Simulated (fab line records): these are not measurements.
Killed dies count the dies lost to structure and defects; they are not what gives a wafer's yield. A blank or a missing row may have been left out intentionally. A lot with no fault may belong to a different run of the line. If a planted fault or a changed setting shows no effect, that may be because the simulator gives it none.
Split-lot experiment    flow n5_finfet    21 wafers read across 7 lots, on a route 1938 steps long

== SPLIT DETAILS ==
At N5_BEOL_M2_ILD_DEP_00 (deposits SiOC from DEMS/O2, target thk 79 nm, time 15.3 s), the setting time_s was moved away from the recipe's 15.3 s on 4 of the 21 wafers read, by -13.9% to +12.2%. This setting was run at the recipe's value on the other wafers.

No step appears in the file between the split and the reading.

== THE READING ==
M2_ILD_THK in nanometres, read at N5_BEOL_M2_THK_MEAS_01. On this fab line, fault-free wafers typically give 79.1 nm with a standard deviation of 1.3 nm.

wafer   tool, chamber at the split  time_s as run, s  against the recipe  M2_ILD_THK, nm  against lot-mates on the recipe
L074.1  pecvd-01, 2                 15.3              recipe              78.2            -
L074.3  pecvd-01, 0                 15.3              recipe              77.9            -
L074.5  pecvd-01, 2                 17.16             +12.2%              88.7            +10.6
L077.3  pecvd-03, 0                 15.3              recipe              75.9            -
L077.4  pecvd-03, 0                 16.21             +5.9%               83.1            +5.1
L077.5  pecvd-03, 2                 15.3              recipe              80.1            -
L081.3  pecvd-03, 0                 15.3              recipe              77.1            -
L081.5  pecvd-03, 2                 15.3              recipe              79.6            -
L081.6  pecvd-03, 0                 15.3              recipe              78.0            -
L085.3  pecvd-03, 0                 15.3              recipe              77.1            -
L085.4  pecvd-03, 0                 15.3              recipe              79.0            -
L085.5  pecvd-03, 2                 15.3              recipe              80.0            -
L089.1  pecvd-03, 0                 13.43             -12.2%              67.7            -11.9
L089.3  pecvd-03, 2                 15.3              recipe              79.4            -
L089.5  pecvd-03, 1                 15.3              recipe              79.8            -
L093.2  pecvd-03, 2                 15.3              recipe              78.5            -
L093.5  pecvd-03, 0                 13.17             -13.9%              67.4            -12.1
L093.6  pecvd-03, 2                 15.3              recipe              80.5            -
L096.1  pecvd-03, 1                 15.3              recipe              78.4            -
L096.2  pecvd-03, 2                 15.3              recipe              79.0            -
L096.5  pecvd-03, 1                 15.3              recipe              79.4            -

THE FIT
A straight line over all 21 wafers: M2_ILD_THK changes by +0.834 nm for each +1% of time_s; r = +0.97; the points scatter about the line by 1.2 nm.
The same after taking each lot's own level away (the mean of its wafers on the recipe; 21 wafers): +0.899 nm for each +1%; r = +0.98; scatter 1 nm.
According to that fit, moving time_s by its largest amount changes the reading by 13 nm.
The span of the lots' own levels, 78.00 to 79.60 nm, comes to 1.2 times the standard deviation stated above.
So the lot-to-lot level changes the slope little: the two slopes agree.
Check: with one of the wafers moved furthest among these (-13.9%) left out of the fit, the line predicts -12.9 nm for it against its lot-mates. It came out at -12.1 nm against them.

== THE WHOLE CHAIN: every reading that the file lists as answering this split, in the file's order ==
step                    what it does                                               reading                                                                             change (the file's fit)                r (the file's)
N5_BEOL_M2_ILD_DEP_00   deposits SiOC from DEMS/O2, target thk 79 nm, time 15.3 s  SiOC_of_BEOL_M2_ILD_DEP_00.thk_nm (the simulator's own value, which no gauge read)  +0.895 nm for each +1% of the setting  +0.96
N5_BEOL_M2_THK_MEAS_01                                                             M2_ILD_THK                                                                          +0.899 for each +1% of the setting     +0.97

== FILE'S OWN FIT ==
M2_ILD_THK changes by +0.899 nm for each +1% of time_s, r = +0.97.
